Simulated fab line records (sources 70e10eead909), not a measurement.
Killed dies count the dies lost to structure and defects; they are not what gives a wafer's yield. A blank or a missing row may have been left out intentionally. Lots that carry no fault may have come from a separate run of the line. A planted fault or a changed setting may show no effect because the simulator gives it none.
fab line records    flow nand-harc    part 2 of 2: steps 5 to 6 of 6
record lots=22  wafers=66  last-day=34
route steps=1302 shown P_GATE@157 P_CONTACT@235 P_M0@273 P_M1@298
lots untouched by any fault: they come from a run of this same line in which no faults occurred
start-h: hours from the record's opening day to when the first of the lot's shown wafers began    wait-h: how many hours have passed since the lot's step before this one    " as in the row above    L1.1+2: several wafers, shown together as one row    - no value, or no start given    * or withheld: withheld    < > ~ a bound
route shown NAME@n: a module of which the file shows steps, and the number in the route of the first    usual: mean/standard deviation of fault-free wafers    same: alike in all rows    chamber/n: place in a boat    sites: each site's reading    _std_site: the standard deviation of these    _edge_site: inner sites' mean taken away from outer sites' mean    radius-mm: for every site, how far away it sits from the centre of the wafer    mask NAME#n: copy n    behind: the most recent tool/chamber to have shaped the wafer    hold: cause of the lot's hold/its duration in hours/its outcome    device: the transistor (n, p or np) that didn't switch    end of line: at the end of the route, the tests of the same wafers    a step without rows: its recipe alone    killed: the dies lost at the first sort to structure and to defects; this is not the yield of the wafer    map: dies across one wafer; x = killed, . = not, _ = none there
set.NAME: the setting the step ran with; set.NAME@STEP: the setting that earlier step ran with    model.NAME: the simulator's own value behind a step, which no gauge read
the route's steps for a sample of lots (tables are steps, rows are wafers)
services: from which hour (start-h, from the record's first day; less than 0 if before it) a tool's chamber was out of use, for how many hours, and why
## steps
# step NHARC_P_M1_DESCUM_14
# recipe time-s=3  o2-flow-sccm=200  ar-flow-sccm=0  bias-power-w=0  chemistry=O2
# usual drypump-motor-current-A=6.12/0.27  oes-product-au=1.001/0.012  rf-vpp-V=57.8/0.93  showerhead-plenum-p-Torr=1.91/0.085  throttle-valve-pct=11.311/0.01
lot.wafer  tool         chamber  start-h  wait-h  drypump-motor-current-A  oes-product-au  rf-hours-counter-h  rf-vpp-V  showerhead-plenum-p-Torr  throttle-valve-pct
L074.1     rie-diel-04  1        122.38   0.1     6.44                     1.001           5                   57.9      2.02                      11.323
L074.3     "            2        "        "       6.04                     1.017           5                   57.2      1.89                      11.315
L074.6     "            1        "        "       6.44                     1.003           -                   57.2      2.02                      11.304
L075.1     rie-diel-04  2        136.46   0.1     6.08                     1.016           6                   57.6      1.89                      11.311
L075.2     "            3        "        "       6.48                     1.000           5                   58.0      1.89                      11.342
L075.5     "            2        "        "       6.06                     1.016           -                   57.0      1.89                      11.321
L076.3     rie-diel-08  3        141.55   0.1     5.92                     1.008           11                  56.9      2.04                      11.319
L076.1     "            0        "        "       5.77                     0.984           11                  58.0      1.96                      11.317
L076.5     "            2        "        "       6.27                     0.985           -                   58.7      1.83                      11.303
L077.3     rie-diel-04  2        155.90   0.1     6.06                     1.024           7                   59.7      1.89                      11.312
L077.2     "            0        "        "       6.00                     0.993           7                   57.5      1.79                      11.301
L077.5     "            2        "        "       6.04                     1.016           -                   56.9      1.89                      11.313
L078.2     rie-diel-04  2        165.61   0.1     6.08                     1.024           8                   57.4      1.89                      11.306
L078.3     "            3        "        "       6.49                     0.997           7                   58.7      1.89                      11.324
L078.5     "            1        "        "       6.43                     1.007           -                   57.8      2.02                      11.317
L079.3     rie-diel-08  0        172.13   0.1     5.80                     0.983           13                  58.2      1.96                      11.316
L079.5     "            2        "        "       6.27                     0.990           -                   57.3      1.83                      11.316
L079.6     "            3        "        "       5.94                     0.989           -                   59.5      2.04                      11.314
L080.1     rie-diel-08  3        188.92   0.1     5.94                     1.016           15                  57.9      2.04                      11.304
L080.4     "            0        "        "       5.79                     0.999           14                  58.9      1.96                      11.325
L080.6     "            0        "        "       5.82                     0.992           -                   57.0      1.96                      11.317
L081.2     rie-diel-05  2        193.44   0.1     6.15                     0.994           44                  57.7      1.82                      11.307
L081.1     "            3        "        "       5.92                     1.026           44                  58.4      1.81                      11.306
L081.5     "            0        "        "       6.57                     1.001           -                   57.3      1.87                      11.304
L082.3     rie-diel-08  0        210.14   0.1     5.78                     1.006           0                   57.5      1.96                      11.303
L082.2     "            2        "        "       6.27                     0.999           0                   56.9      1.83                      11.318
L082.5     "            0        "        "       5.81                     0.998           -                   56.7      1.96                      11.315
L083.1     rie-diel-04  2        218.54   0.1     6.08                     1.003           2                   57.0      1.89                      11.319
L083.4     "            3        "        "       6.51                     0.982           1                   58.0      1.89                      11.318
L083.2     "            0        "        "       5.98                     1.018           2                   57.5      1.79                      11.283
L085.4     rie-diel-04  1        244.59   0.1     6.41                     1.013           4                   56.4      2.02                      11.319
L085.3     "            2        "        "       6.09                     1.005           4                   57.4      1.89                      11.321
L085.5     "            0        "        "       6.02                     1.018           -                   56.8      1.79                      11.287
L086.3     rie-diel-04  3        245.56   0.1     6.47                     0.988           3                   57.3      1.89                      11.309
L086.6     "            2        "        "       6.05                     0.997           -                   55.8      1.89                      11.323
L086.5     "            3        "        "       6.47                     0.996           -                   58.1      1.89                      11.301
L088.4     rie-diel-04  0        274.41   0.1     5.99                     1.014           5                   57.2      1.79                      11.299
L088.6     "            2        "        "       6.05                     0.990           -                   57.8      1.89                      11.317
L088.5     "            3        "        "       6.49                     0.986           -                   58.3      1.89                      11.313
L090.3     rie-diel-08  1        284.41   0.1     5.64                     0.994           7                   57.7      1.89                      11.318
L090.5     "            1        "        "       5.60                     0.995           -                   57.9      1.89                      11.308
L090.6     "            2        "        "       6.27                     0.997           -                   58.7      1.83                      11.317
L089.4     rie-diel-04  0        285.17   0.1     5.98                     1.028           6                   55.7      1.79                      11.322
L089.2     "            2        "        "       6.06                     0.990           7                   56.0      1.88                      11.306
L089.5     "            3        "        "       6.51                     0.995           -                   57.9      1.89                      11.313
L091.2     rie-diel-04  3        292.37   0.1     6.48                     0.996           6                   57.8      1.89                      11.306
L091.1     "            0        "        "       6.01                     1.022           7                   56.9      1.79                      11.310
L091.5     "            1        "        "       6.46                     0.999           -                   57.4      2.02                      11.332
L092.1     rie-diel-08  1        305.54   0.1     5.71                     0.992           9                   58.1      1.89                      11.309
L092.4     "            2        "        "       6.25                     0.998           9                   56.8      1.83                      11.319
L092.3     "            0        "        "       5.80                     0.991           10                  57.8      1.96                      11.325
L093.2     rie-diel-08  2        318.72   0.1     6.26                     0.993           10                  57.3      1.83                      11.309
L093.1     "            0        "        "       5.82                     1.005           11                  57.0      1.96                      11.313
L093.6     "            3        "        "       5.91                     1.011           -                   57.8      2.04                      11.314
L094.3     rie-diel-08  2        327.05   0.1     6.29                     0.993           10                  58.2      1.83                      11.319
L094.2     "            3        "        "       5.92                     1.021           11                  58.4      2.04                      11.329
L094.4     "            1        "        "       5.66                     0.999           10                  56.2      1.89                      11.320
L096.1     rie-diel-04  0        348.10   0.1     6.03                     1.007           9                   56.4      1.79                      11.307
L096.4     "            1        "        "       6.40                     0.992           9                   58.1      2.02                      11.311
L096.6     "            2        "        "       6.07                     0.982           -                   58.4      1.88                      11.302
L095.1     rie-diel-04  1        348.69   0.1     6.42                     1.001           9                   59.4      2.02                      11.311
L095.2     "            3        "        "       6.47                     1.000           8                   59.3      1.89                      11.319
L095.5     "            1        "        "       6.42                     0.990           -                   58.8      2.02                      11.312
L097.3     rie-diel-05  2        358.41   0.1     6.14                     1.023           41                  57.8      1.80                      11.302
L097.1     "            0        "        "       6.63                     1.019           41                  56.7      1.85                      11.306
L097.5     "            2        "        "       6.13                     1.025           -                   58.4      1.80                      11.312
# step NHARC_P_M1_ETCH_28
# recipe target-depth-a=300  over-etch-frac=0.3  time-s=72.99  ion-energy-ev=150  cf4-flow-sccm=50  n2-flow-sccm=100  ar-flow-sccm=150  rf-w=300  bias-w=100  chemistry=CF4/N2
# usual bias-w=100.0/0.33  drypump-motor-current-A=6.11/0.28  oes-product-au=1.000/0.012  rf-vpp-V=313.9/2.1  showerhead-plenum-p-Torr=2.62/0.11  throttle-valve-pct=19.796/0.0094
lot.wafer  tool         chamber  start-h  wait-h  bias-w  drypump-motor-current-A  oes-product-au  rf-hours-counter-h  rf-vpp-V  showerhead-plenum-p-Torr  throttle-valve-pct
L074.3     rie-diel-08  3        -        -       100.5   5.90                     0.992           9                   315.7     2.80                      19.796
L074.1     "            1        "        "       100.1   5.66                     0.978           8                   313.6     2.60                      19.797
L074.6     "            2        "        "       99.5    6.28                     0.983           -                   313.1     2.52                      19.793
L075.1     rie-diel-08  0        -        -       99.6    5.79                     0.980           10                  314.6     2.69                      19.788
L075.2     "            3        "        "       99.9    5.93                     0.997           10                  318.5     2.80                      19.796
L075.5     "            1        "        "       100.4   5.65                     0.975           -                   313.0     2.60                      19.790
L076.1     rie-diel-05  0        -        -       99.7    6.68                     1.031           22                  312.6     2.58                      19.806
L076.3     "            3        "        "       99.4    5.93                     1.018           26                  311.5     2.49                      19.801
L076.5     "            1        "        "       99.6    6.10                     1.015           -                   318.4     2.83                      19.796
L077.2     rie-diel-04  1        -        -       100.1   6.42                     1.008           7                   316.6     2.76                      19.788
L077.3     "            2        "        "       100.2   6.07                     1.015           7                   312.8     2.59                      19.790
L077.5     "            1        "        "       100.2   6.42                     1.013           -                   318.8     2.76                      19.792
L078.2     rie-diel-08  0        -        -       100.2   5.79                     0.984           13                  315.3     2.69                      19.806
L078.3     "            1        "        "       100.2   5.66                     0.982           12                  314.3     2.60                      19.799
L078.5     "            1        "        "       99.9    5.64                     0.979           -                   314.2     2.60                      19.790
L079.3     rie-diel-04  0        -        -       99.7    6.01                     0.992           8                   313.5     2.47                      19.791
L079.5     "            0        "        "       99.6    6.01                     0.989           -                   309.0     2.47                      19.797
L079.6     "            1        "        "       100.1   6.44                     1.005           -                   316.8     2.76                      19.791
L080.4     rie-diel-04  1        -        -       100.0   6.45                     0.991           0                   314.9     2.76                      19.789
L080.1     "            0        "        "       100.5   6.02                     1.010           0                   311.5     2.47                      19.805
L080.6     "            1        "        "       99.9    6.41                     1.008           -                   316.2     2.76                      19.796
L081.2     rie-diel-04  1        -        -       99.9    6.44                     0.998           1                   316.2     2.76                      19.786
L081.1     "            2        "        "       99.8    6.04                     1.001           1                   312.3     2.59                      19.792
L081.5     "            2        "        "       100.2   6.06                     1.014           -                   314.4     2.59                      19.795
L082.2     rie-diel-04  2        -        -       99.6    6.06                     0.999           2                   312.3     2.59                      19.801
L082.3     "            0        "        "       100.0   6.00                     1.012           1                   310.8     2.47                      19.798
L082.5     "            2        "        "       100.2   6.06                     0.997           -                   313.7     2.59                      19.786
L083.1     rie-diel-04  2        -        -       100.1   6.05                     0.992           2                   314.3     2.59                      19.781
L083.2     "            3        "        "       100.0   6.51                     0.992           2                   314.8     2.60                      19.785
L083.4     "            1        "        "       99.6    6.41                     1.002           2                   317.4     2.76                      19.794
L085.4     rie-diel-05  0        -        -       100.0   6.67                     1.004           1                   314.0     2.56                      19.802
L085.3     "            2        "        "       100.0   6.14                     1.016           1                   310.5     2.50                      19.795
L085.5     "            0        "        "       100.1   6.68                     0.999           -                   310.7     2.56                      19.799
L086.3     rie-diel-04  1        -        -       100.1   6.43                     1.003           4                   315.7     2.76                      19.813
L086.6     "            2        "        "       100.1   6.09                     1.002           -                   312.8     2.59                      19.799
L086.5     "            3        "        "       99.7    6.48                     1.000           -                   313.9     2.60                      19.792
L088.4     rie-diel-08  2        -        -       99.9    6.29                     1.001           6                   311.9     2.52                      19.773
L088.6     "            3        "        "       99.9    5.92                     1.003           -                   316.1     2.79                      19.800
L088.5     "            0        "        "       99.6    5.78                     0.983           -                   315.4     2.68                      19.797
L090.3     rie-diel-08  2        -        -       100.0   6.28                     0.986           7                   310.7     2.52                      19.818
L090.6     "            1        "        "       99.3    5.62                     0.990           -                   312.2     2.59                      19.788
L090.5     "            2        "        "       100.0   6.29                     0.994           -                   312.4     2.52                      19.794
L089.2     rie-diel-04  1        -        -       99.4    6.45                     0.997           7                   316.5     2.76                      19.806
L089.4     "            2        "        "       99.8    6.08                     0.986           7                   312.2     2.59                      19.783
L089.5     "            0        "        "       100.8   5.98                     1.013           -                   311.1     2.46                      19.807
L091.2     rie-diel-08  1        -        -       100.5   5.63                     0.998           8                   313.2     2.59                      19.798
L091.1     "            3        "        "       100.0   5.94                     1.007           9                   317.7     2.79                      19.811
L091.5     "            2        "        "       100.1   6.28                     1.005           -                   310.7     2.52                      19.794
L092.4     rie-diel-04  3        -        -       100.1   6.48                     0.994           7                   314.5     2.59                      19.792
L092.3     "            0        "        "       99.7    6.01                     1.012           7                   310.4     2.46                      19.792
L092.1     "            2        "        "       99.6    6.10                     0.984           8                   312.2     2.59                      19.797
L093.2     rie-diel-08  1        -        -       99.8    5.62                     1.006           10                  314.4     2.59                      19.813
L093.1     "            2        "        "       99.8    6.28                     0.997           10                  311.0     2.52                      19.797
L093.6     "            2        "        "       99.6    6.29                     0.990           -                   312.4     2.51                      19.801
L094.3     rie-diel-04  1        -        -       100.2   6.40                     1.005           8                   317.6     2.76                      19.809
L094.2     "            3        "        "       100.4   6.48                     0.992           7                   313.1     2.59                      19.799
L094.4     "            0        "        "       100.0   6.01                     1.024           8                   311.2     2.46                      19.804
L096.4     rie-diel-04  0        -        -       99.6    6.03                     1.009           9                   313.0     2.46                      19.771
L096.1     "            1        "        "       99.7    6.46                     0.996           9                   315.8     2.76                      19.805
L096.6     "            0        "        "       99.7    6.01                     1.008           -                   311.9     2.46                      19.797
L095.1     rie-diel-04  3        -        -       100.3   6.48                     0.998           8                   314.4     2.59                      19.778
L095.2     "            0        "        "       100.5   6.03                     1.009           9                   312.1     2.46                      19.782
L095.5     "            2        "        "       100.1   6.06                     0.994           -                   313.8     2.59                      19.795
L097.3     rie-diel-08  2        -        -       100.3   6.27                     0.992           13                  312.1     2.51                      19.794
L097.1     "            3        "        "       100.5   5.92                     1.001           15                  316.2     2.79                      19.780
L097.5     "            3        "        "       100.3   5.94                     1.014           -                   316.2     2.79                      19.781
## services
tool            chamber  start-h  hours  kind
rie-diel-08     1        89.39    4.4    repair
cmp-02          -        102.24   9.1    repair
pvd-sputter-01  -        113.05   27.2   repair
rie-diel-02     -        118.30   0.6    repair
rie-diel-02     -        121.04   0.2    repair
rie-diel-06     -        130.20   9.0    pm
cmp-02          -        136.65   4.0    pm
rie-diel-08     -        152.29   1.1    repair
rie-diel-08     3        153.80   1.9    repair
rie-diel-02     1        158.56   31.6   repair
cmp-02          -        171.64   1.3    repair
rie-diel-04     -        177.90   9.0    pm
rie-diel-08     -        190.83   9.0    pm
rie-diel-02     1        191.53   11.1   repair
rie-diel-02     0        192.63   1.2    repair
rie-diel-04     3        202.26   9.3    repair
rie-diel-01     -        204.31   9.0    pm
pvd-sputter-01  -        210.43   8.1    repair
pvd-sputter-01  -        226.00   10.0   pm
rie-diel-04     3        233.51   8.7    repair
pvd-sputter-01  -        257.03   2.3    repair
rie-diel-08     1        354.84   1.3    repair
rie-diel-04     -        354.90   9.0    pm
pvd-sputter-01  -        356.11   4.9    repair
